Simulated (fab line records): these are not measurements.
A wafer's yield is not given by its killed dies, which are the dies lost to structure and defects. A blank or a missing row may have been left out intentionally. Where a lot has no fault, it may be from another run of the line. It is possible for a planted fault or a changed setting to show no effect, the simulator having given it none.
Commonality check across tools | flow nand_harc | 12 lots and 36 wafers in the sample

== REASON IT WAS OPENED ==
On 1 of the 12 lots, a flag is raised at NHARC_P_ZERO_WELL_CD_MEAS_24 on the reading cd_nm. No-fault wafers: 718.6 nm, standard deviation 2.
Rule: a lot is flagged when every wafer of it that has a number lies more than 4 standard deviations from that mean, or none has a number. The other lots count as sound.

lot  | measured    | on        | cd_nm (nm), wafer by wafer | flag
L718 | day 1 20:33 | cd_sem-03 | 715.5 719.3 716.6          |
L719 | day 2 02:37 | cd_sem-02 | 721.5 721.4 718.9          |
L722 | day 2 20:24 | cd_sem-02 | 696.6 698.0 697.8          | FLAGGED
L731 | day 5 02:35 | cd_sem-01 | 719.4 719.0 718.9          |
L732 | day 5 08:29 | cd_sem-02 | 719.6 719.3 714.5          |
L733 | day 5 14:21 | cd_sem-03 | 720.7 717.0 716.5          |
L734 | day 5 20:34 | cd_sem-02 | 722.1 719.9 719.0          |
L736 | day 6 08:36 | cd_sem-01 | 717.7 717.2 717.1          |
L737 | day 6 14:21 | cd_sem-03 | 720.1 719.8 719.3          |
L738 | day 6 20:34 | cd_sem-01 | 721.5 720.2 718.2          |
L739 | day 7 02:20 | cd_sem-02 | 720.5 719.2 721.1          |
L740 | day 7 08:28 | cd_sem-01 | 720.3 717.7 720.5          |
On average the flagged lots' numbers are 697.5 nm, which is -21.1 nm against the usual, or -11 standard deviations.

== WHICH TOOL RAN EACH LOT ==
The record holds 2 process steps before the reading, out of a route of 1159 steps. Each cell gives the tool, then ch followed by the chambers the sampled wafers passed through, then the start.
lot  | flag    | NHARC_P_ZERO_WELL_DESCUM_13       | NHARC_P_ZERO_WELL_EXPOSE_21
L718 |         | rie_diel-07 ch 0,1, day 1 19:21   | krf_scanner-01 ch 0, day 1 20:23
L719 |         | rie_diel-09 ch 0,2,3, day 2 01:26 | krf_scanner-04 ch 0, day 2 02:27
L722 | FLAGGED | rie_diel-09 ch 0,2, day 2 19:17   | krf_scanner-01 ch 0, day 2 20:15
L731 |         | rie_diel-07 ch 0,1,2, day 5 01:25 | krf_scanner-01 ch 0, day 5 02:26
L732 |         | rie_diel-07 ch 0,1, day 5 07:17   | krf_scanner-04 ch 0, day 5 08:20
L733 |         | rie_diel-09 ch 0,1,2, day 5 13:17 | krf_scanner-04 ch 0, day 5 14:11
L734 |         | rie_diel-07 ch 2,3, day 5 19:17   | krf_scanner-01 ch 0, day 5 20:25
L736 |         | rie_diel-07 ch 1,3, day 6 07:25   | krf_scanner-01 ch 0, day 6 08:26
L737 |         | rie_diel-01 ch 1,2,3, day 6 13:18 | krf_scanner-01 ch 0, day 6 14:12
L738 |         | rie_diel-09 ch 2,3, day 6 19:17   | krf_scanner-03 ch 0, day 6 20:24
L739 |         | rie_diel-09 ch 2,3, day 7 01:16   | krf_scanner-03 ch 0, day 7 02:10
L740 |         | rie_diel-07 ch 0,2, day 7 07:17   | krf_scanner-01 ch 0, day 7 08:18
What these steps do:
- NHARC_P_ZERO_WELL_DESCUM_13: chemistry O2, time 3 s.
- NHARC_P_ZERO_WELL_EXPOSE_21: exposes mask P NWELL, target cd 720 nm.
- NHARC_P_ZERO_WELL_CD_MEAS_24: target cd 720 nm.

== FLAGGED AGAINST TOTAL, ONE TOOL AT A TIME (gauges that did the reading follow at the end) ==
step                         | tool           | lots run | flagged | share of the flagged lots | sound lots run after its first flagged lot
NHARC_P_ZERO_WELL_DESCUM_13  | rie_diel-01    | 1        | 0       | none                      | -
NHARC_P_ZERO_WELL_DESCUM_13  | rie_diel-07    | 6        | 0       | none                      | -
NHARC_P_ZERO_WELL_DESCUM_13  | rie_diel-09    | 5        | 1       | all                       | 3 (L733,L738,L739)
NHARC_P_ZERO_WELL_EXPOSE_21  | krf_scanner-01 | 7        | 1       | all                       | 5 (L731,L734,L736,L737,L740)
NHARC_P_ZERO_WELL_EXPOSE_21  | krf_scanner-03 | 2        | 0       | none                      | -
NHARC_P_ZERO_WELL_EXPOSE_21  | krf_scanner-04 | 3        | 0       | none                      | -
NHARC_P_ZERO_WELL_CD_MEAS_24 | cd_sem-01      | 4        | 0       | none                      | -
NHARC_P_ZERO_WELL_CD_MEAS_24 | cd_sem-02      | 5        | 1       | all                       | 3 (L732,L734,L739)
NHARC_P_ZERO_WELL_CD_MEAS_24 | cd_sem-03      | 3        | 0       | none                      | -

== WHAT THE TABLE ALLOWS ==
All flagged lots were run by 3 table rows, namely rie_diel-09 at NHARC_P_ZERO_WELL_DESCUM_13, krf_scanner-01 at NHARC_P_ZERO_WELL_EXPOSE_21, cd_sem-02 at NHARC_P_ZERO_WELL_CD_MEAS_24.
- rie_diel-09 at NHARC_P_ZERO_WELL_DESCUM_13 ran 5 lots, 1 of them flagged. Sound lots followed the first flagged one (L733, L738, L739) on it, something a lasting fault affecting the whole tool could not allow.
- krf_scanner-01 at NHARC_P_ZERO_WELL_EXPOSE_21 ran 7 lots, 1 of them flagged. Sound lots followed the first flagged one (L731, L734, L736, L737, L740) on it, something a lasting fault affecting the whole tool could not allow.
- cd_sem-02 at NHARC_P_ZERO_WELL_CD_MEAS_24 ran 5 lots, 1 of them flagged. Sound lots followed the first flagged one (L732, L734, L739) on it, something a lasting fault affecting the whole tool could not allow.
Every row of the table either missed a flagged lot or ran a sound lot after the first.

== WHAT HAD BEEN PUT IN BY THE SIMULATOR ==
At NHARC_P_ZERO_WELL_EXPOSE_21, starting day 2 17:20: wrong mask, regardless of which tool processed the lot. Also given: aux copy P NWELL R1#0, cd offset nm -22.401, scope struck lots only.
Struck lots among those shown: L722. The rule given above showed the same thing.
